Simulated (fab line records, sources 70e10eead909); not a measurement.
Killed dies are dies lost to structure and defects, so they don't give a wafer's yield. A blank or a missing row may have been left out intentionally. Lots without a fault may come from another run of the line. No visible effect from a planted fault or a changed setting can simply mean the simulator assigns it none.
fab line records + flow nand_harc
record:
- lots: 6
- wafers: 18
- last_day: 24
route steps=1159 shown A_STAIRCASE@635
lots that met no fault: taken from a fault-free run of the same line
start_h: start of the lot's first displayed wafer, in hours after the record's first day + wait_h: time in hours since the lot's previous step + " as in the row above + L1.1+2: several wafers, shown together as one row + - no value present, or no start provided + * or withheld: withheld + < > ~ a bound
route shown NAME@n: NAME is a module with steps in the file, n the number in the route of the first one + usual: the fault-free wafers' mean and standard deviation + same: alike in all rows + chamber/n: place in a boat + sites: per-site readings + _std_site: their standard deviation + _edge_site: outer sites' mean less inner sites' + radius_mm: for every site, how far away it sits from the centre of the wafer + mask NAME#n: copy n + behind: the tool/chamber that last shaped the wafer + hold: why the lot went on hold/how many hours it stayed there/how the hold came to an end + device: transistor that didn't switch, given as n, p or np + end of line: at the end of the route, the tests of the same wafers + a step given without rows: its recipe and nothing more + killed: at the first sort, the dies lost to defects and structure; wafer yield is something else + map: dies across one wafer; x = killed, . = not, _ = none there
set.NAME: the setting the step ran with; set.NAME@STEP: the setting that earlier step ran with + model.NAME: the simulator's own value behind a step, which no gauge read
a table for each step, a row for each wafer; lots at some steps of the route
services: when a tool's chamber went out of use (start_h, in hours from the record's first day, below 0 if earlier), for how many hours, and the reason
== steps ==
step: NHARC_A_STAIRCASE_SRD_241
step: NHARC_A_STAIRCASE_DEHYDRATE_242
recipe:
- temp_c: 150
- time_s: 120
step: NHARC_A_STAIRCASE_HMDS_243
recipe:
- time_s: 30
step: NHARC_A_STAIRCASE_COAT_244
recipe:
- spin_rpm: 1200
step: NHARC_A_STAIRCASE_SOFTBAKE_245
recipe:
- temp_c: 135
- time_s: 170
step: NHARC_A_STAIRCASE_EBR_246
step: NHARC_A_STAIRCASE_EXPOSE_247
recipe:
- na: 0.5
- dose_mj: 25.34
- mask_id: SDS_1
step: NHARC_A_STAIRCASE_PEB_248
recipe:
- peb_temp_c: 115
- peb_time_s: 130
step: NHARC_A_STAIRCASE_DEVELOP_249
recipe:
- time_s: 140
step: NHARC_A_STAIRCASE_HARDBAKE_251
recipe:
- temp_c: 120
- time_s: 140
step: NHARC_A_STAIRCASE_DESCUM_252
recipe:
- time_s: 3
- o2_flow_sccm: 200
- ar_flow_sccm: 0
- bias_power_w: 0
- chemistry: O2
usual:
- drypump_motor_current_A: 5.8/0.67
- o2_flow_sccm: 199.9/0.62
- oes_product_au: 0.999/0.012
- rf_vpp_V: 57.9/1
- showerhead_plenum_p_Torr: 1.93/0.11
- throttle_valve_pct: 11.312/0.0088
| lot.wafer | tool        | chamber | start_h | wait_h | drypump_motor_current_A | o2_flow_sccm | oes_product_au | rf_hours_counter_h | rf_vpp_V | showerhead_plenum_p_Torr | throttle_valve_pct |
|-----------|-------------|---------|---------|--------|-------------------------|--------------|----------------|--------------------|----------|--------------------------|--------------------|
| L965.2    | rie_diel-11 | 0       | 261.43  | -      | 6.8                     | 198.7        | 0.990          | 21                 | 59.2     | 2.07                     | 11.320             |
| L965.4    | "           | 1       | "       | "      | 5.4                     | 200.1        | 0.992          | 22                 | 59.0     | 1.79                     | 11.317             |
| L965.5    | "           | 3       | "       | "      | 5.3                     | 199.2        | 0.966          | -                  | 57.8     | 1.81                     | 11.316             |
| L969.3    | rie_diel-02 | 3       | 292.47  | -      | 5.5                     | 200.7        | 1.011          | 53                 | 56.9     | 1.85                     | 11.299             |
| L969.2    | "           | 1       | "       | "      | 6.6                     | 200.4        | 1.014          | 51                 | 58.1     | 2.00                     | 11.301             |
| L969.5    | "           | 2       | "       | "      | 6.8                     | 200.2        | 1.004          | -                  | 59.3     | 1.95                     | 11.323             |
| L982.3    | rie_diel-11 | 1       | 354.79  | -      | 5.5                     | 199.3        | 0.985          | 59                 | 56.8     | 1.78                     | 11.315             |
| L982.1    | "           | 2       | "       | "      | 6.1                     | 199.6        | 0.998          | 55                 | 57.7     | 1.78                     | 11.314             |
| L982.4    | "           | 0       | "       | "      | 6.9                     | 200.2        | 1.000          | 50                 | 58.9     | 2.06                     | 11.313             |
| L983.3    | rie_diel-11 | 1       | 355.35  | -      | 5.4                     | 200.3        | 0.991          | 59                 | 56.9     | 1.78                     | 11.326             |
| L983.2    | "           | 2       | "       | "      | 6.1                     | 200.6        | 1.005          | 55                 | 56.1     | 1.78                     | 11.319             |
| L983.1    | "           | 0       | "       | "      | 6.9                     | 200.6        | 0.997          | 50                 | 58.2     | 2.06                     | 11.302             |
| L985.2    | rie_diel-02 | 1       | 374.60  | -      | 6.6                     | 199.2        | 0.999          | 13                 | 58.8     | 1.99                     | 11.304             |
| L985.3    | "           | 3       | "       | "      | 5.5                     | 200.2        | 0.996          | 15                 | 56.7     | 1.84                     | 11.315             |
| L985.1    | "           | 0       | "       | "      | 4.9                     | 200.4        | 0.998          | 15                 | 58.9     | 2.05                     | 11.303             |
| L986.3    | rie_diel-02 | 1       | 382.18  | -      | 6.6                     | 199.5        | 0.997          | 16                 | 58.5     | 1.99                     | 11.321             |
| L986.2    | "           | 2       | "       | "      | 6.7                     | 200.1        | 1.009          | 15                 | 57.5     | 1.94                     | 11.322             |
| L986.5    | "           | 1       | "       | "      | 6.6                     | 200.0        | 1.004          | -                  | 58.0     | 1.99                     | 11.312             |
step: NHARC_A_STAIRCASE_ETCH_253
recipe:
- target_depth_a: 500
- time_s: 20.2
- ion_energy_ev: 400
- c4f8_flow_sccm: 20
- o2_flow_sccm: 10
- ar_flow_sccm: withheld
- rf_w: 600
- bias_w: 1000
- chemistry: C4F8/O2
usual:
- oes_product_au: 0.952/0.02
- rf_vpp_V: 897/6.8
- run_length_s: 41.46/0.28
| lot.wafer | tool        | chamber | start_h | wait_h | oes_product_au | rf_hours_counter_h | rf_vpp_V | run_length_s |
|-----------|-------------|---------|---------|--------|----------------|--------------------|----------|--------------|
| L965.4    | rie_diel-11 | 0       | 261.50  | 0.1    | 0.974          | 21                 | 904      | 41.67        |
| L965.2    | "           | 1       | "       | "      | 0.962          | 22                 | 887      | 41.05        |
| L965.5    | "           | 0       | "       | "      | 0.966          | -                  | 905      | 41.83        |
| L969.2    | rie_diel-02 | 2       | 292.56  | 0.1    | 0.919          | 54                 | 899      | 41.55        |
| L969.3    | "           | 3       | "       | "      | 0.938          | 53                 | 891      | 41.66        |
| L969.5    | "           | 0       | "       | "      | 0.910          | -                  | 906      | 41.34        |
| L982.1    | rie_diel-11 | 2       | 354.88  | 0.1    | 0.941          | 55                 | 887      | 31.81        |
| L982.3    | "           | 3       | "       | "      | 0.963          | 56                 | 889      | 31.66        |
| L982.4    | "           | 0       | "       | "      | 0.971          | 50                 | 907      | 31.32        |
| L983.3    | rie_diel-11 | 3       | 355.46  | 0.1    | 0.955          | 56                 | 888      | 31.28        |
| L983.1    | "           | 1       | "       | "      | 0.933          | 59                 | 888      | 31.37        |
| L983.2    | "           | 2       | "       | "      | 0.959          | 55                 | 889      | 31.58        |
| L985.2    | rie_diel-02 | 3       | 374.75  | 0.1    | 0.970          | 15                 | 891      | 41.28        |
| L985.1    | "           | 0       | "       | "      | 0.965          | 15                 | 904      | 41.95        |
| L985.3    | "           | 1       | "       | "      | 0.959          | 13                 | 900      | 41.06        |
| L986.2    | rie_diel-02 | 3       | 382.30  | 0.1    | 0.956          | 17                 | 891      | 41.36        |
| L986.3    | "           | 0       | "       | "      | 0.933          | 18                 | 904      | 41.24        |
| L986.5    | "           | 0       | "       | "      | 0.943          | -                  | 905      | 42.03        |
step: NHARC_A_STAIRCASE_STRIP_254
recipe:
- power_w: 1500
- temp_c: 250
- chemistry: O2
usual:
- drypump_motor_current_A: 5.50/0.27
- heater_power_w: 356/9.8
| lot.wafer | tool            | chamber | start_h | wait_h | drypump_motor_current_A | heater_power_w | rf_hours_counter_h |
|-----------|-----------------|---------|---------|--------|-------------------------|----------------|--------------------|
| L965.2    | plasma_asher-01 | 0       | 261.58  | -      | 5.16                    | 337            | 56                 |
| L965.4    | "               | 1       | "       | "      | 5.85                    | 353            | -                  |
| L965.5    | "               | 1       | "       | "      | 5.81                    | 352            | -                  |
| L969.2    | plasma_asher-02 | 0       | 292.64  | -      | 5.66                    | 361            | 30                 |
| L969.3    | "               | 1       | "       | "      | 5.32                    | 352            | -                  |
| L969.5    | "               | 1       | "       | "      | 5.33                    | 365            | -                  |
| L982.1    | plasma_asher-02 | 0       | 354.97  | -      | 5.66                    | 371            | 49                 |
| L982.3    | "               | 0       | "       | "      | 5.66                    | 369            | -                  |
| L982.4    | "               | 1       | "       | "      | 5.26                    | 362            | -                  |
| L983.2    | plasma_asher-01 | 0       | 355.55  | -      | 5.18                    | 339            | 24                 |
| L983.1    | "               | 1       | "       | "      | 5.83                    | 363            | 24                 |
| L983.3    | "               | 0       | "       | "      | 5.20                    | 349            | -                  |
| L985.1    | plasma_asher-01 | 1       | 374.83  | -      | 5.80                    | 349            | 33                 |
| L985.2    | "               | 0       | "       | "      | 5.15                    | 344            | 33                 |
| L985.3    | "               | 0       | "       | "      | 5.18                    | 347            | -                  |
| L986.2    | plasma_asher-02 | 1       | 382.44  | -      | 5.29                    | 353            | 4                  |
| L986.3    | "               | 0       | "       | "      | 5.68                    | 373            | -                  |
| L986.5    | "               | 1       | "       | "      | 5.30                    | 346            | -                  |
== services ==
| tool            | chamber | start_h | hours | kind   |
|-----------------|---------|---------|-------|--------|
| rie_diel-02     | 3       | 238.15  | 6.9   | repair |
| rie_diel-11     | 0       | 249.44  | -     | clean  |
| rie_diel-11     | 1       | 249.44  | -     | clean  |
| rie_diel-11     | 2       | 249.44  | -     | clean  |
| rie_diel-11     | 3       | 249.44  | -     | clean  |
| rie_diel-02     | 0       | 257.85  | -     | clean  |
| rie_diel-02     | 1       | 257.85  | -     | clean  |
| rie_diel-02     | 2       | 257.85  | -     | clean  |
| rie_diel-02     | 3       | 257.85  | -     | clean  |
| rie_diel-11     | 0       | 273.97  | -     | clean  |
| rie_diel-11     | 1       | 273.97  | -     | clean  |
| rie_diel-11     | 2       | 273.97  | -     | clean  |
| rie_diel-11     | 3       | 273.97  | -     | clean  |
| plasma_asher-02 | -       | 274.63  | 2.0   | repair |
| plasma_asher-01 | -       | 276.20  | 9.0   | pm     |
| rie_diel-02     | 0       | 282.35  | -     | clean  |
| rie_diel-02     | 1       | 282.35  | -     | clean  |
| rie_diel-11     | 0       | 306.26  | 16.5  | repair |
| rie_diel-11     | 1       | 308.35  | 5.1   | repair |
| plasma_asher-01 | -       | 326.34  | 0.6   | repair |
| rie_diel-02     | -       | 327.80  | 9.0   | pm     |
| rie_diel-11     | 2       | 329.28  | 7.2   | repair |
| plasma_asher-02 | -       | 360.30  | 9.0   | pm     |
| rie_diel-11     | -       | 368.22  | 9.0   | pm     |
== key ==
first_sign:
- step: NHARC_A_STAIRCASE_ETCH_253
- reading: run_length_s
- direction: down
- sigmas: 36
- usual: *
- struck: *
effect none on later readings
met_at NHARC_A_STAIRCASE_ETCH_253
struck_wafers L982.1,L982.3,L982.4,L983.1,L983.2,L983.3
later_rows_left_out L982.1,L982.3,L982.4,L983.3
sort_left_out L982.1,L982.3,L982.4,L983.1,L983.2,L983.3
tester_left_out L982,L983
onset_between 261.50 354.88
fault:
- kind: process_parameter_drift
- tool: rie_diel-11
- chamber: -
- onset_h: 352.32
- steps: NHARC_A_STAIRCASE_ETCH_253
- channel: time_s
- offset: *
- shape: step
- end_h: 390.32
- acts_in: *
- stated: *
tester_left_out: of these lots the tester's yield and bins aren't shown, on N5 and GAA mostly nor the transistor test; their killed dies are dies lost to structure and defects alone, not to doping, threshold or leakage, so they don't give the yield
sort_left_out: the simulated sort isn't trusted on such a fault, so these wafers' sort isn't shown, and their yield isn't known
later_rows_left_out: the simulator's readings of these wafers behind a module that went badly wrong aren't trusted and aren't shown, but for the sort
